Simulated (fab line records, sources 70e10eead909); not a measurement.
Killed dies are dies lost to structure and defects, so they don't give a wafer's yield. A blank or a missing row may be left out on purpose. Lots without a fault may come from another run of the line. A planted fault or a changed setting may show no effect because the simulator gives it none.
Tool commonality check | flow nand_harc | 11 lots, 33 wafers sampled

WHY IT WAS OPENED
At NHARC_END_SORT_01 the reading killed_at_array is flagged on 3 of 11 lots. Wafers without a fault read 29, standard deviation 11.
Rule: a lot is flagged when every wafer of it that has a number lies more than 4 standard deviations from that mean, or none has a number. The other lots count as sound.

lot  | measured     | on        | killed_at_array, wafer by wafer | flag
L432 | day 20 08:43 | prober-01 | 19 20 21                        |
L436 | day 20 16:29 | prober-01 | 33 38 34                        |
L433 | day 20 21:47 | prober-02 | 25 20 17                        |
L434 | day 21 04:49 | prober-02 | 34 41 39                        |
L435 | day 21 12:37 | prober-02 | 9 17 18                         |
L446 | day 23 00:26 | prober-01 | 39 41 37                        |
L444 | day 23 10:49 | prober-02 | 33 39 34                        |
L447 | day 23 12:23 | prober-01 | 34 32 23                        |
L451 | day 24 17:19 | prober-02 | 673 674 673                     | FLAGGED
L454 | day 24 18:05 | prober-01 | 673 673 676                     | FLAGGED
L455 | day 25 02:52 | prober-02 | 677 676 677                     | FLAGGED
The numbers of the flagged lots are 675 on average: +646 against the usual, or +59 standard deviations.

WHICH TOOL RAN EACH LOT
The record holds 4 process steps before the reading, out of a route of 1159 steps. In each cell: the tool, then ch and the chambers that the sampled wafers went through, then the start.
lot  | flag    | NHARC_A_CONTACT_ETCH_102           | NHARC_A_CONTACT_DEP_58          | NHARC_A_CONTACT_ETCH_75            | NHARC_A_CONTACT_ETCH_124
L432 |         | rie_diel-07 ch 0,1,3, day 16 11:11 | pecvd-03 ch 0,1,2, day 16 14:09 | rie_diel-07 ch 0,2,3, day 16 15:04 | har_cap_etch-02 ch 0, day 16 16:20
L436 |         | rie_diel-05 ch 0,2, day 16 22:25   | pecvd-03 ch 1,2, day 17 01:09   | rie_diel-05 ch 0,1, day 17 02:07   | har_cap_etch-01 ch 0,1, day 17 03:38
L433 |         | rie_diel-07 ch 0,1, day 16 22:47   | pecvd-01 ch 0,1,2, day 17 01:12 | rie_diel-05 ch 0,1,2, day 17 02:31 | har_cap_etch-03 ch 0,1, day 17 04:10
L434 |         | rie_diel-07 ch 2,3, day 17 03:59   | pecvd-02 ch 0,1,2, day 17 06:43 | rie_diel-11 ch 1,2,3, day 17 07:48 | har_cap_etch-03 ch 0,1, day 17 08:56
L435 |         | rie_diel-07 ch 1,3, day 17 10:35   | pecvd-03 ch 0,1, day 17 12:59   | rie_diel-11 ch 1,2, day 17 13:52   | har_cap_etch-01 ch 0,1, day 17 14:54
L446 |         | rie_diel-05 ch 2,3, day 20 04:39   | pecvd-02 ch 1,2, day 20 07:05   | rie_diel-07 ch 1,3, day 20 08:05   | har_cap_etch-03 ch 0,1, day 20 09:08
L444 |         | rie_diel-05 ch 0,1,3, day 20 09:00 | pecvd-03 ch 0,1,2, day 20 11:28 | rie_diel-07 ch 0,1,2, day 20 12:27 | har_cap_etch-02 ch 0,1, day 20 13:29
L447 |         | rie_diel-07 ch 0,2,3, day 20 10:53 | pecvd-02 ch 0,1, day 20 13:19   | rie_diel-07 ch 1,2,3, day 20 14:17 | har_cap_etch-03 ch 0,1, day 20 15:23
L451 | FLAGGED | rie_diel-07 ch 1,2,3, day 21 11:04 | pecvd-01 ch 0,1,2, day 21 15:31 | rie_diel-07 ch 0,1,3, day 21 16:31 | har_cap_etch-01 ch 0,1, day 21 17:43
L454 | FLAGGED | rie_diel-07 ch 1,2, day 22 01:45   | pecvd-02 ch 1,2, day 22 04:16   | rie_diel-07 ch 0,2,3, day 22 05:16 | har_cap_etch-02 ch 0,1, day 22 06:19
L455 | FLAGGED | rie_diel-05 ch 0,1,3, day 22 06:21 | pecvd-03 ch 0,2, day 22 11:01   | rie_diel-07 ch 0,1, day 22 11:59   | har_cap_etch-03 ch 0,1, day 22 13:03
What these steps do:
- NHARC_A_CONTACT_ETCH_102: etches the open film in CF4/O2, target depth 70 nm, overetch 7 nm, time 38.5 s.
- NHARC_A_CONTACT_DEP_58: deposits SiON, target thk 60 nm.
- NHARC_A_CONTACT_ETCH_75: etches the open film in CF4, target depth 39 nm, time 65 s.
- NHARC_A_CONTACT_ETCH_124: etches the open film in C4F8/O2/Ar, time 140 s, target depth 700 nm.
- NHARC_END_SORT_01

FLAGGED OVER TOTAL, TOOL BY TOOL (the gauges that took the reading come last)
step                     | tool            | lots run | flagged | share of the flagged lots | sound lots run after its first flagged lot
NHARC_A_CONTACT_ETCH_102 | rie_diel-05     | 4        | 1       | some                      | 0
NHARC_A_CONTACT_ETCH_102 | rie_diel-07     | 7        | 2       | some                      | 0
NHARC_A_CONTACT_DEP_58   | pecvd-01        | 2        | 1       | some                      | 0
NHARC_A_CONTACT_DEP_58   | pecvd-02        | 4        | 1       | some                      | 0
NHARC_A_CONTACT_DEP_58   | pecvd-03        | 5        | 1       | some                      | 0
NHARC_A_CONTACT_ETCH_75  | rie_diel-05     | 2        | 0       | none                      | -
NHARC_A_CONTACT_ETCH_75  | rie_diel-07     | 7        | 3       | all                       | 0
NHARC_A_CONTACT_ETCH_75  | rie_diel-11     | 2        | 0       | none                      | -
NHARC_A_CONTACT_ETCH_124 | har_cap_etch-01 | 3        | 1       | some                      | 0
NHARC_A_CONTACT_ETCH_124 | har_cap_etch-02 | 3        | 1       | some                      | 0
NHARC_A_CONTACT_ETCH_124 | har_cap_etch-03 | 5        | 1       | some                      | 0
NHARC_END_SORT_01        | prober-01       | 5        | 1       | some                      | 0
NHARC_END_SORT_01        | prober-02       | 6        | 2       | some                      | 0

WHAT THE TABLE ALLOWS
1 row of the table ran every flagged lot: rie_diel-07 at NHARC_A_CONTACT_ETCH_75.
- rie_diel-07 at NHARC_A_CONTACT_ETCH_75: 3 of its 7 lots flagged. Its last sound lot is L447 (day 20 14:17), its first flagged lot L451 (day 21 16:31): a fault that began between those two fits. On the flagged lots its readings are blank where sound lots have values: bias_w, cf4_flow_sccm, drypump_motor_current_A, oes_product_au and 3 more.
One tool is left: rie_diel-07 at NHARC_A_CONTACT_ETCH_75.

WHAT THE SIMULATOR HAD PUT IN
Skipped step whole: rie_diel-07, from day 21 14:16 on, at NHARC_A_CONTACT_ETCH_75. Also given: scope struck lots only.
Lots struck among those shown: L451, L454, L455. The rule above found the same.
